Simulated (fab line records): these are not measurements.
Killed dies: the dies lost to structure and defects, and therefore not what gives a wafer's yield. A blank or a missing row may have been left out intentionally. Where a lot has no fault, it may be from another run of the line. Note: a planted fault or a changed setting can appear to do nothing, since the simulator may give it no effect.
Check of tool commonality	flow nand_harc	39 wafers sampled across 13 lots

== REASON IT WAS OPENED ==
On 3 of the 13 lots, a flag is raised at NHARC_END_SORT_01 on the reading killed_at_array. Wafers without a fault read 58, standard deviation 22.
Rule: a lot gets a flag if all its wafers with a number sit over 4 standard deviations from that mean, or if no wafer of it has a number. The rest of the lots are taken to be sound.

lot	measured	on	killed_at_array, wafer by wafer	flag
L373	day 24 19:07	prober-01	72 67 59	
L375	day 25 05:29	prober-01	55 50 55	
L378	day 27 06:52	prober-01	34 27 34	
L380	day 27 11:55	prober-02	77 77 80	
L381	day 27 23:46	prober-01	674 673 674	FLAGGED
L382	day 28 00:34	prober-02	670 670 673	FLAGGED
L383	day 28 10:22	prober-02	51 41 39	
L384	day 28 19:41	prober-01	671 670 673	FLAGGED
L392	day 32 06:04	prober-02	87 71 67	
L391	day 32 06:52	prober-01	60 57 47	
L394	day 33 03:52	prober-02	26 27 28	
L395	day 33 11:53	prober-01	84 73 60	
L396	day 33 21:13	prober-02	55 44 55	
On average the flagged lots' numbers are 672, which is +614 against the usual, or +28 standard deviations.

== EACH LOT AND THE TOOL IT RAN ON ==
Before the reading, the record contains 4 process steps out of a 1302-step route. Each cell gives the tool, then ch followed by the chambers the sampled wafers passed through, then the start.
lot	flag	NHARC_A_WL_FILL_STRIP_27	NHARC_A_WL_FILL_ETCHBACK_26	NHARC_A_WL_FILL_ALD_19	NHARC_A_CONTACT_DEP_29
L373		plasma_asher-02 ch 0,1, day 20 18:02	rie_si-02 ch 1,3, day 21 11:59	ald_metal-02 ch 0,1,3, day 21 12:17	pecvd-02 ch 0,2, day 21 18:03
L375		plasma_asher-02 ch 0,1, day 21 07:43	rie_si-04 ch 1,2,3, day 22 01:21	ald_metal-01 ch 1,2,3, day 22 01:37	pecvd-03 ch 0,1, day 22 08:01
L378		plasma_asher-02 ch 0,1, day 23 00:13	rie_si-03 ch 0,1,3, day 23 15:58	ald_metal-02 ch 0,1,2, day 23 16:13	pecvd-02 ch 1,2, day 23 22:01
L380		plasma_asher-01 ch 0,1, day 23 07:13	rie_si-04 ch 1,3, day 23 22:59	ald_metal-01 ch 2,3, day 23 23:14	pecvd-03 ch 0,2, day 24 09:45
L381	FLAGGED	plasma_asher-02 ch 0,1, day 23 21:14	rie_si-04 ch 0,1,2, day 24 13:38	ald_metal-02 ch 0,1,3, day 24 13:57	no row
L382	FLAGGED	plasma_asher-01 ch 0,1, day 23 21:19	rie_si-03 ch 0,1,3, day 24 13:40	ald_metal-01 ch 2,3, day 24 13:56	no row
L383		plasma_asher-01 ch 0,1, day 24 15:22	rie_si-04 ch 0,1,3, day 25 06:24	ald_metal-02 ch 0,1,2, day 25 06:42	pecvd-03 ch 0,1, day 25 13:33
L384	FLAGGED	plasma_asher-02 ch 0,1, day 24 15:13	rie_si-02 ch 0,1,2, day 25 06:26	ald_metal-01 ch 0,2, day 25 06:42	no row
L392		plasma_asher-02 ch 0,1, day 28 07:47	rie_si-02 ch 0,3, day 29 00:25	ald_metal-01 ch 2,3, day 29 00:41	pecvd-03 ch 1,2, day 29 08:44
L391		plasma_asher-01 ch 0,1, day 28 03:56	rie_si-04 ch 0,1,3, day 28 21:22	ald_metal-02 ch 0,3, day 28 21:37	pecvd-03 ch 0,1, day 29 05:55
L394		plasma_asher-02 ch 0,1, day 29 03:04	rie_si-04 ch 0,2,3, day 29 19:31	ald_metal-01 ch 0,3, day 29 19:47	pecvd-03 ch 1,2, day 30 02:06
L395		plasma_asher-02 ch 0,1, day 29 15:13	rie_si-03 ch 0,2,3, day 30 07:29	ald_metal-02 ch 0,2, day 30 07:45	pecvd-02 ch 1,2, day 30 13:41
L396		plasma_asher-01 ch 0,1, day 29 14:56	rie_si-04 ch 0,2, day 30 10:28	ald_metal-02 ch 0,1, day 30 10:44	pecvd-04 ch 0,1, day 30 19:49
What is done by these steps:
- NHARC_A_WL_FILL_STRIP_27: strips in N2/H2, time 20 s.
- NHARC_A_WL_FILL_ETCHBACK_26: etches the open film in HBr, target depth 52 nm, time 13.3 s.
- NHARC_A_WL_FILL_ALD_19: deposits TiN, target thk 2 nm, pulse time 3 s, ald cycles 100.
- NHARC_A_CONTACT_DEP_29: deposits SiON, target thk 100 nm.
- NHARC_END_SORT_01

== FLAGGED OVER TOTAL, TOOL BY TOOL (the gauges that took the reading come last) ==
step	tool	lots run	flagged	share of the flagged lots	sound lots run after its first flagged lot
NHARC_A_WL_FILL_STRIP_27	plasma_asher-01	5	1	some	3 (L383,L391,L396)
NHARC_A_WL_FILL_STRIP_27	plasma_asher-02	8	2	some	3 (L392,L394,L395)
NHARC_A_WL_FILL_ETCHBACK_26	rie_si-02	3	1	some	1 (L392)
NHARC_A_WL_FILL_ETCHBACK_26	rie_si-03	3	1	some	1 (L395)
NHARC_A_WL_FILL_ETCHBACK_26	rie_si-04	7	1	some	4 (L383,L391,L394,L396)
NHARC_A_WL_FILL_ALD_19	ald_metal-01	6	2	some	2 (L392,L394)
NHARC_A_WL_FILL_ALD_19	ald_metal-02	7	1	some	4 (L383,L391,L395,L396)
NHARC_A_CONTACT_DEP_29	pecvd-02	3	0	none	-
NHARC_A_CONTACT_DEP_29	pecvd-03	6	0	none	-
NHARC_A_CONTACT_DEP_29	pecvd-04	1	0	none	-
NHARC_END_SORT_01	prober-01	7	2	some	2 (L391,L395)
NHARC_END_SORT_01	prober-02	6	1	some	4 (L383,L392,L394,L396)

== WHAT IS ALLOWED BY THE TABLE ==
No row of the table ran every flagged lot.

== WHAT THE SIMULATOR HAD INSERTED ==
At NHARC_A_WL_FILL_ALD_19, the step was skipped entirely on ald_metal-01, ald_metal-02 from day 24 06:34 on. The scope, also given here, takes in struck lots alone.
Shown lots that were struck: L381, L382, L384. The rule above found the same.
